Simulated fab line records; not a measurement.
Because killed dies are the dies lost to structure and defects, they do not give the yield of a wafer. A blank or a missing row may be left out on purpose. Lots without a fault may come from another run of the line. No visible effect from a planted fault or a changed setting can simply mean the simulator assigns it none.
Code-filled problem report in 8D (eight disciplines) form || flow n5Finfet || the parts of the form that need people (team, actions taken, sign-off) are left out

== 1. WHAT WENT WRONG ==
etchRfOnTimeS at N5_BEOL_M2_ETCH_63 reads a mean of 16.5 s on 1 wafer of 1 lot; wafers without a fault read 25.6 s with a standard deviation of 0.73. That puts it -12 standard deviations away from the usual mean.
The step: etches SiARC in CF4, target depth 15.6 nm, time 26 s.
First seen on wafer L470.5, day 10 22:55, on rieDiel-04. The record holds 27 wafers of 9 lots with a number at this step. By rule, "out" or "out of limits" means more than 4 standard deviations away from the usual mean. All remaining wafers that have a number are taken as sound.

== 2. WHAT IT IS AND WHAT IT IS NOT ==
{"question": "which readings at this step", "is": "etchRfOnTimeS", "is not": "chamberPressureMTorr, drypumpMotorCurrentA, mfcArSccm, oesProductAu, rfVppV, showerheadPlenumPTorr, throttleValvePct"}
{"question": "which lots", "is": "L470", "is not": "L453, L456, L457, L459, L460, L473, L474, L475"}
{"question": "which wafers of those lots", "is": "L470.5", "is not": "L470.4, L470.6"}
{"question": "read on which tools", "is": "rieDiel-04", "is not": "rieDiel-05, rieDiel-06"}
{"question": "when", "is": "from day 10 22:55", "is not": "up to then (17 sound wafers); but 9 sound wafers of L473, L474, L475 came after"}

== 3. SUSPECTS, AND WHAT RULES EACH OUT ==
Counting: if a tool at a process step up to the reading ran every lot that is out, it stays a suspect. Sound lots after the first of them don't rule it out here, since some wafers of a struck lot are sound.
- pvdSputter-01 at N5_BEOL_M1_SPUTTER_96 (material Cu, target thk 4.5 nm, time 8.29 s): kept. L470, the lot that is out, went through it at day 10 20:18; up to then, the latest sound lot through it was L460 at day 8 04:51.
- rieDiel-04 at N5_BEOL_M2_DESCUM_16 (chemistry O2, time 7 s): kept. L470, the lot that is out, went through it at day 10 22:51; up to then, the latest sound lot through it was L460 at day 8 08:16.
- rieDiel-04 at N5_BEOL_M2_ETCH_63 (etches SiARC in CF4, target depth 15.6 nm, time 26 s): kept. L470, the lot that is out, went through it at day 10 22:55; up to then, the latest sound lot through it was L460 at day 8 08:19. On those wafers its own readings are out: etchRfOnTimeS.
- rieDiel-04, N5_BEOL_M2_DESCUM_16: wafers that are out in chamber 3, sound lot-mates in chambers 0, 1.
- rieDiel-04, N5_BEOL_M2_ETCH_63: wafers that are out in chamber 3, sound lot-mates in chambers 0, 1.
pvdSputter-01 at N5_BEOL_M1_SPUTTER_96, rieDiel-04 at N5_BEOL_M2_DESCUM_16 and rieDiel-04 at N5_BEOL_M2_ETCH_63 are what is left after counting.

== 4. THE CAUSE (what the simulator had put in) ==
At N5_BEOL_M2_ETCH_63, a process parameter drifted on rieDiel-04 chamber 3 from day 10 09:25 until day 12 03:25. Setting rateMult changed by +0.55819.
Counting leaves 3 suspects; this tool is one of them.

== 5. SEQUENCE OF EFFECTS, ordered by route ==
One row per reading whose mean, taken over the struck wafers that have a number, lies over 3 standard deviations from the usual. Scope: only readings with a usual standard deviation given in the record; hours: median across lots of the time from each lot's start at the first step in this table that gives one to its start at this step; sigmas: change in usual standard deviations.
{"hours": 0, "step": "N5_BEOL_M2_ETCH_63", "reading": "etchRfOnTimeS", "usual": "25.6 s", "on struck wafers": 16.5, "change": -9.1, "sigmas": -12}
It contains these process steps:
- N5_BEOL_M2_ETCH_63: etches SiARC in CF4, target depth 15.6 nm, time 26 s.
Later steps that measure or inspect, where all struck wafers having a row at the step show a number for every such reading and not one has moved that far: N5_BEOL_M4_RC_MEAS_101.

== 6. WHAT WOULD HAVE CAUGHT IT SOONER ==
14 hours passed between the start of the fault at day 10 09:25 and the first reading out of limits in this record, taken at day 10 22:55.
